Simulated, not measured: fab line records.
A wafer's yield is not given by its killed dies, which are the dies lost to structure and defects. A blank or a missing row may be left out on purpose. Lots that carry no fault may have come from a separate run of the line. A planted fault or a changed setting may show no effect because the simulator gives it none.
Chamber matching :: flow nandHarc :: rieDiel-11 running NHARC_A_STAIRCASE_DESCUM_270: 4 sister chambers
The step chemistry O2, time 3 s. 4 wafers are shown with their chamber, then 9 later ones without.

WAFERS WITH THEIR CHAMBER
wafer: L085.5
chamber: 2
showerheadPlenumPTorr (Torr): 1.86

wafer: L086.5
chamber: 1
showerheadPlenumPTorr (Torr): 1.87

wafer: L088.3
chamber: 0
showerheadPlenumPTorr (Torr): 1.90

wafer: L088.6
chamber: 3
showerheadPlenumPTorr (Torr): 1.90

WAFERS WITHOUT THEIR CHAMBER
wafer: L089.2
showerheadPlenumPTorr (Torr): 1.86

wafer: L089.4
showerheadPlenumPTorr (Torr): 1.90

wafer: L089.6
showerheadPlenumPTorr (Torr): 1.86

wafer: L095.1
showerheadPlenumPTorr (Torr): 1.89

wafer: L095.2
showerheadPlenumPTorr (Torr): 1.89

wafer: L095.6
showerheadPlenumPTorr (Torr): 1.85

wafer: L096.1
showerheadPlenumPTorr (Torr): 1.86

wafer: L096.2
showerheadPlenumPTorr (Torr): 1.89

wafer: L096.5
showerheadPlenumPTorr (Torr): 1.86

WHICH CHAMBER EACH ONE RAN IN
wafer: L089.2
from the rows above: can't be placed: 2 or 1
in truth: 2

wafer: L089.4
from the rows above: can't be placed: 0 or 3
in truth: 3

wafer: L089.6
from the rows above: can't be placed: 2 or 1
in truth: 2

wafer: L095.1
from the rows above: can't be placed: 0 or 3 or 1
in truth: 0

wafer: L095.2
from the rows above: can't be placed: 0 or 3 or 1
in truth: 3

wafer: L095.6
from the rows above: can't be placed: 2 or 1
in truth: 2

wafer: L096.1
from the rows above: can't be placed: 2 or 1
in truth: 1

wafer: L096.2
from the rows above: can't be placed: 0 or 3 or 1
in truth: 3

wafer: L096.5
from the rows above: can't be placed: 2 or 1
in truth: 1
Placed correctly: 0 of 9. Cannot be placed on the basis of these rows: 9; the candidates contain the true chamber in 9. Number placed wrongly: 0.
How it was worked out, from the rows above alone: a wafer's distance from a chamber is the root of the sum, over the readings, of the square of ((its reading less the chamber's mean) divided by the reading's scatter). If the next closest chamber is less than 2 further off than the closest, the wafer can't be placed; otherwise it belongs to the closest. For every chamber, the mean is computed from those of its wafers that are shown. The scatter: with one shown wafer a chamber, the root of the mean of the squares of how far each hidden wafer lies from its nearest shown one.
